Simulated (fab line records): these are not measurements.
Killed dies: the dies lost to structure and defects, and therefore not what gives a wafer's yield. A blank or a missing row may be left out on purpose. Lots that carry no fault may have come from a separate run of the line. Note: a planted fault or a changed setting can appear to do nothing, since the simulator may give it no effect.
Which tool is to blame? -- flow nandHarc -- 14 lots with 42 wafers sampled at 4 steps, on a route of 1302 steps

== WHAT THE GAUGES SHOWED, per wafer ==
The record lacks any reading of a measuring or inspecting step that a usual standard deviation could be used to judge.

== TOOL THAT RAN EACH LOT (tool first, then ch and the chambers of the sampled wafers, then the start) ==
lot,NHARC_A_CONTACT_ETCH_112,NHARC_A_CONTACT_ETCH_117,NHARC_A_CONTACT_ETCH_120,NHARC_A_CONTACT_ETCH_96
L177,"harCapEtch-03 ch 0,1, day 21 10:37","harCapEtch-03 ch 0,1, day 21 11:28","harCapEtch-03 ch 0,1, day 21 11:59","rieDiel-05 ch 1,2, day 21 13:33"
L179,"harCapEtch-01 ch 0,1, day 22 13:55","harCapEtch-01 ch 0,1, day 22 14:46","harCapEtch-01 ch 0,1, day 22 15:16","rieDiel-05 ch 1,2, day 22 16:52"
L180,"harCapEtch-02 ch 0,1, day 22 18:04","harCapEtch-02 ch 0,1, day 22 18:55","harCapEtch-02 ch 0,1, day 22 19:26","rieDiel-10 ch 1,2, day 22 21:04"
L178,"harCapEtch-02 ch 0,1, day 22 22:35","harCapEtch-02 ch 0,1, day 23 00:01","harCapEtch-02 ch 0,1, day 23 00:52","rieDiel-04 ch 0,2,3, day 23 02:50"
L182,"harCapEtch-01 ch 0,1, day 23 19:02","harCapEtch-01 ch 0,1, day 23 19:53","harCapEtch-01 ch 0,1, day 23 20:24","rieDiel-10 ch 0,2,3, day 23 22:08"
L184,"harCapEtch-01 ch 0,1, day 24 23:32","harCapEtch-01 ch 0,1, day 25 00:23","harCapEtch-01 ch 0,1, day 25 00:53","rieDiel-04 ch 0,1,2, day 25 02:31"
L183,"harCapEtch-03 ch 0,1, day 25 02:40","harCapEtch-03 ch 0,1, day 25 03:31","harCapEtch-03 ch 0,1, day 25 04:01","rieDiel-10 ch 2,3, day 25 05:40"
L185,"harCapEtch-01 ch 0,1, day 25 14:04","harCapEtch-01 ch 0,1, day 25 14:56","harCapEtch-01 ch 0,1, day 25 15:26","rieDiel-10 ch 0,1, day 25 17:02"
L189,"harCapEtch-01 ch 0,1, day 26 17:02","harCapEtch-01 ch 0,1, day 26 17:53","harCapEtch-01 ch 0,1, day 26 18:24","rieDiel-04 ch 0,2,3, day 26 20:02"
L192,"harCapEtch-01 ch 0,1, day 28 20:38","harCapEtch-01 ch 0,1, day 28 21:29","harCapEtch-01 ch 0,1, day 28 22:00","rieDiel-05 ch 0,1, day 28 23:36"
L194,"harCapEtch-02 ch 0,1, day 29 01:13","harCapEtch-02 ch 0,1, day 29 02:04","harCapEtch-02 ch 0,1, day 29 02:35","rieDiel-04 ch 0,1,2, day 29 04:14"
L195,"harCapEtch-01 ch 0,1, day 29 16:14","harCapEtch-01 ch 0,1, day 29 17:05","harCapEtch-01 ch 0,1, day 29 17:36","rieDiel-10 ch 0,1,2, day 29 19:14"
L196,"harCapEtch-02 ch 0, day 30 02:01","harCapEtch-02 ch 0, day 30 02:52","harCapEtch-02 ch 0, day 30 03:23","rieDiel-10 ch 0,1,2, day 30 05:04"
L199,"harCapEtch-02 ch 0,1, day 31 06:29","harCapEtch-02 ch 0,1, day 31 07:37","harCapEtch-02 ch 0,1, day 31 08:19","rieDiel-10 ch 2,3, day 31 10:19"
- NHARC_A_CONTACT_ETCH_112: etches the open film in C4F8/O2/Ar, time 190 s, target depth 1850 nm.
- NHARC_A_CONTACT_ETCH_117: etches the open film in C4F8/O2/Ar, time 190 s, target depth 1850 nm.
- NHARC_A_CONTACT_ETCH_120: etches the open film in C4F8/O2/Ar, time 190 s, target depth 1850 nm.
- NHARC_A_CONTACT_ETCH_96: etches the open film in C4F6/O2, target depth 20 nm, time 10 s.

== WHAT THE TOOLS THEMSELVES READ (means of the sampled wafers that have a number; where no wafer has one, the mark that the record gives instead) ==
NHARC_A_CONTACT_ETCH_112. Usual: chamberPressureMTorr 20.002 mTorr, standard deviation 0.017; oesAirLineAu 0.999 a.u., standard deviation 0.021.
lot,tool,chamberPressureMTorr (mTorr),oesAirLineAu (a.u.),flag
L177,harCapEtch-03,20.001,0.982,
L179,harCapEtch-01,20.000,1.015,
L180,harCapEtch-02,20.009,0.996,
L178,harCapEtch-02,20.006,0.996,
L182,harCapEtch-01,20.007,1.001,
L184,harCapEtch-01,19.997,0.993,
L183,harCapEtch-03,20.002,0.996,
L185,harCapEtch-01,20.000,1.017,
L189,harCapEtch-01,20.005,1.006,
L192,harCapEtch-01,20.007,1.019,
L194,harCapEtch-02,20.015,1.009,
L195,harCapEtch-01,19.993,0.997,
L196,harCapEtch-02,19.980,1.003,
L199,harCapEtch-02,20.010,1.024,

NHARC_A_CONTACT_ETCH_117. Usual: chamberPressureMTorr 20.000 mTorr, standard deviation 0.02; oesAirLineAu 1.002 a.u., standard deviation 0.02.
lot,tool,chamberPressureMTorr (mTorr),oesAirLineAu (a.u.),flag
L177,harCapEtch-03,19.991,1.004,
L179,harCapEtch-01,20.011,1.001,
L180,harCapEtch-02,20.009,0.997,
L178,harCapEtch-02,19.991,0.994,
L182,harCapEtch-01,19.986,0.987,
L184,harCapEtch-01,20.000,0.998,
L183,harCapEtch-03,20.015,1.014,
L185,harCapEtch-01,19.997,1.016,
L189,harCapEtch-01,20.004,1.008,
L192,harCapEtch-01,19.997,1.023,
L194,harCapEtch-02,19.992,1.013,
L195,harCapEtch-01,20.003,0.975,
L196,harCapEtch-02,19.995,0.982,
L199,harCapEtch-02,19.985,0.977,

NHARC_A_CONTACT_ETCH_120. Usual: chamberPressureMTorr 20.001 mTorr, standard deviation 0.018; oesAirLineAu 1.005 a.u., standard deviation 0.019.
lot,tool,chamberPressureMTorr (mTorr),oesAirLineAu (a.u.),flag
L177,harCapEtch-03,20.007,0.989,
L179,harCapEtch-01,20.008,1.013,
L180,harCapEtch-02,20.008,1.015,
L178,harCapEtch-02,20.009,1.005,
L182,harCapEtch-01,20.001,1.002,
L184,harCapEtch-01,20.004,1.010,
L183,harCapEtch-03,19.995,0.994,
L185,harCapEtch-01,20.001,1.009,
L189,harCapEtch-01,20.028,0.984,
L192,harCapEtch-01,20.004,1.013,
L194,harCapEtch-02,19.991,0.992,
L195,harCapEtch-01,19.988,1.008,
L196,harCapEtch-02,19.998,1.003,
L199,harCapEtch-02,19.984,0.994,

NHARC_A_CONTACT_ETCH_96. Usual: biasW 500.1 W (standard deviation 1.4); c4f6FlowSccm 25.00 sccm (standard deviation 0.072); drypumpMotorCurrentA 5.8 A (standard deviation 0.46); oesProductAu 0.968 a.u. (standard deviation 0.024); rfVppV 547 V (standard deviation 3.2); showerheadPlenumPTorr 3.91 Torr (standard deviation 0.15); throttleValvePct 26.904 % (standard deviation 0.0085).
lot,tool,biasW (W),c4f6FlowSccm (sccm),drypumpMotorCurrentA (A),oesProductAu (a.u.),rfVppV (V),showerheadPlenumPTorr (Torr),throttleValvePct (%),flag
L177,rieDiel-05,500.8,24.96,5.8,0.986,546,3.90,26.905,
L179,rieDiel-05,498.8,25.08,5.8,0.958,546,3.89,26.896,
L180,rieDiel-10,500.6,24.96,5.9,0.999,545,3.86,26.898,
L178,rieDiel-04,500.4,24.98,5.6,0.946,544,3.81,26.907,
L182,rieDiel-10,499.9,25.03,6.0,0.959,549,4.00,26.910,
L184,rieDiel-04,498.0,24.97,5.6,1.001,543,3.76,26.907,
L183,rieDiel-10,498.6,25.01,6.2,0.947,547,3.94,26.915,
L185,rieDiel-10,500.2,25.01,5.9,0.950,548,3.94,26.900,
L189,rieDiel-04,499.7,24.92,5.6,0.962,545,3.79,26.903,
L192,rieDiel-05,-,-,-,-,-,-,-,OFF
L194,rieDiel-04,-,-,-,-,-,-,-,OFF
L195,rieDiel-10,499.9,25.04,5.9,0.989,550,4.09,26.902,
L196,rieDiel-10,500.1,25.02,5.9,1.003,550,4.08,26.900,
L199,rieDiel-10,499.3,24.97,6.2,0.954,547,3.93,26.903,

== THE ANSWER, worked out from the rows above alone ==
Rule: lot off if the mean of its wafers having a number is beyond 3 standard deviations from the usual mean. A lot without any number at a reading at which 4 lots or more have one is off too. All remaining lots with rows at the step are treated as sound. First the gauges in route order, then the tools' own readings, where a lot's mean is used as printed above. At the first step where some lot is off, the reading lying furthest off is the one used; lots without a number count as furthest.
Off at NHARC_A_CONTACT_ETCH_96 (biasW): L192, L194. Without a number there: L192, L194.
A tool fits if, at that step or a process step before it, it ran every lot that is off, and no sound lot after the first of them. None of those tried fits.

== WHAT THE SIMULATOR HAD PUT IN ==
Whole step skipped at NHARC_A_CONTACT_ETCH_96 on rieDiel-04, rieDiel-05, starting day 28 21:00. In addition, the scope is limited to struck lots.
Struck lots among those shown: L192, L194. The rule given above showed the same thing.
